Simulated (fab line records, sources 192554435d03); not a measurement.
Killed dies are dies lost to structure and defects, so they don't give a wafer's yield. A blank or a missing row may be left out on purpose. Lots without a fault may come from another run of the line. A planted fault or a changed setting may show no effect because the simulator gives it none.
Problem report in the 8D (eight disciplines) form, filled by code | flow n5_finfet | the parts of the form that need people (team, actions taken, sign-off) are left out

1. THE PROBLEM
cathode_dc_power_W at N5_BEOL_M12_SPUTTER_43 reads a mean of 17930 W on 6 wafers of 2 lots; wafers without a fault read 15000 W with a standard deviation of 2.9. That is +99 or more standard deviations from the usual mean.
The step: material TaN, target thk 15 nm, time 24.19 s.
First seen on wafer L429.1, day 13 00:46, on pvd_sputter-03. The record holds 27 wafers of 9 lots with a number at this step. Rule for "out", or "out of limits": more than 4 standard deviations from the usual mean. The other wafers with a number count as sound.

2. WHAT IT IS AND WHAT IT IS NOT
question                    | is                     | is not
which readings at this step | cathode_dc_power_W     | throttle_valve_pct
which lots                  | L429, L433             | L440, L443, L444, L445, L446, L448, L449
which wafers of those lots  | all that have a number | -
read on which tools         | pvd_sputter-03         | pvd_sputter-01
when                        | from day 13 00:46      | up to then (0 sound wafers); but 21 sound wafers of L440, L443, L444, L445, L446, L448, L449 came after

3. SUSPECTS, AND WHAT RULES EACH OUT
Counting: a tool at a process step up to the reading stays a suspect if it ran every lot that is out and no sound lot after the first of them.
- rie_diel-01 at N5_BEOL_M12_ETCH_38 (etches SiCN in CF4/N2, target depth 68.7 nm, time 73.4 s): ruled out as a lasting fault. Sound lots L440, L446, L445 ran on it after its first lot that is out, L429 (day 13 00:10).
- pvd_sputter-03 at N5_BEOL_M12_SPUTTER_43 (material TaN, target thk 15 nm, time 24.19 s): ruled out as a lasting fault. Sound lots L444, L443, L445, L448 ran on it after its first lot that is out, L429 (day 13 00:46).
Left after counting: nothing in the record.

4. THE CAUSE (what the simulator had put in)
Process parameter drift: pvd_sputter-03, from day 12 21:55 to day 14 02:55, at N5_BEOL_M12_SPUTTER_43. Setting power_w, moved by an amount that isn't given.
Counting ruled it out, wrongly.

5. THE CHAIN OF EFFECTS, in route order
Each row: a reading whose mean over the struck wafers that have a number lies more than 3 standard deviations from the usual. Only readings for which the record gives a usual standard deviation are gone through. hours: the time from each lot's start at the first step in this table that gives one to its start at this step, as a median over the lots. sigmas: the change in usual standard deviations.
hours | step                   | reading                  | usual   | on struck wafers | change | sigmas
0     | N5_BEOL_M12_SPUTTER_43 | cathode_dc_power_W       | 15000 W | 17930            | +2930  | +99 or more
1     | N5_BEOL_M12_CMP_49     | barrier_field_endpoint_s | 30.2 s  | 33.7             | +3.5   | +4.7
The process steps in it:
- N5_BEOL_M12_SPUTTER_43: material TaN, target thk 15 nm, time 24.19 s.
- N5_BEOL_M12_CMP_49: polishes, stops on SiOC, t overpolish 20.6 s, target thk 320 nm.

6. WHAT WOULD HAVE CAUGHT IT SOONER
In this record the first reading out of limits was taken at day 13 00:46, 3 hours after the fault began at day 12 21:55.
